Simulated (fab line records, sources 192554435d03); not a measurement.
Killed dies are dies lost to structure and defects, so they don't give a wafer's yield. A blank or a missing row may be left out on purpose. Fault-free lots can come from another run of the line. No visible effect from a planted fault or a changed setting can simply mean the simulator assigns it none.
Code-filled problem report in 8D (eight disciplines) form || flow n5-finfet || the parts of the form that need people (team, actions taken, sign-off) are left out

## 1. THE ISSUE
Wafers without a fault read 250.01 C, standard deviation 0.16; plate-temp-C at N5_BEOL_M13_COAT_65 reads a mean of 230.77 C on 6 wafers belonging to 2 lots. So: -99 or more standard deviations from the usual mean.
The step: time 60 s, resist thk 350 nm.
Earliest sighting: wafer L763.1 on litho-track-01 at day 15 12:39. At this step, 33 wafers from 11 lots have a number in the record. Rule for "out", or "out of limits": more than 4 standard deviations from the usual mean. All remaining wafers that have a number are taken as sound.

## 2. WHAT THIS IS AND IS NOT
{"question": "which readings at this step", "is": "plate-temp-C, heater-power-total-W", "is not": "-"}
{"question": "which lots", "is": "L762, L763", "is not": "L748, L749, L750, L752, L754, L758, L765, L766, L768"}
{"question": "which wafers of those lots", "is": "all that have a number", "is not": "-"}
{"question": "read on which tools", "is": "litho-track-01", "is not": "litho-track-04, litho-track-05"}
{"question": "when", "is": "from day 15 12:39", "is not": "up to then (18 sound wafers); but 9 sound wafers of L765, L766, L768 came after"}

## 3. SUSPECTS, AND WHAT RULES EACH OUT
Counting: a tool at a process step up to the reading stays a suspect if it ran every lot that is out and no sound lot after the first of them.
- rie-diel-05 at N5_BEOL_M13_ETCH_59 (etches BARC in N2/H2, target depth 89 nm, overetch 26.7 nm, time 67.9 s): ruled out as a lasting fault. Following L763 (day 15 12:07), the first lot on it that is out, the sound lots L768 were run on it.
- litho-track-01 at N5_BEOL_M13_COAT_65 (time 60 s, resist thk 350 nm): kept. It processed each lot that is out, first L763 at day 15 12:39, and no sound lot thereafter; up to then, the last sound lot it processed was L758 at day 14 02:05. Its own readings are out on those wafers: heater-power-total-W, plate-temp-C.
The count leaves litho-track-01 at N5_BEOL_M13_COAT_65.

## 4. THE CAUSE (what the simulator had put in)
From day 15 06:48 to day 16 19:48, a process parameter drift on litho-track-01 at N5_BEOL_M13_COAT_65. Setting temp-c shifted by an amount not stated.
Counting left only this tool.

## 5. SEQUENCE OF EFFECTS, ordered by route
Each row: a reading whose mean over the struck wafers that have a number lies more than 3 standard deviations from the usual. Only readings for which the record gives a usual standard deviation are gone through. hours: the time from each lot's start at the first step in this table that gives one to its start at this step, as a median over the lots. sigmas: the change in usual standard deviations.
{"hours": 0, "step": "N5_BEOL_M13_COAT_65", "reading": "heater-power-total-W", "usual": "500.4 W", "on struck wafers": 454.5, "change": -45.9, "sigmas": -26}
{"hours": 0, "step": "N5_BEOL_M13_COAT_65", "reading": "plate-temp-C", "usual": "250.01 C", "on struck wafers": 230.77, "change": -19.24, "sigmas": "-99 or more"}
The process steps in it:
- N5_BEOL_M13_COAT_65: time 60 s, resist thk 350 nm.

## 6. WHAT WOULD HAVE CAUGHT IT SOONER
6 hours passed between the start of the fault at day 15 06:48 and the first reading out of limits in this record, taken at day 15 12:39.
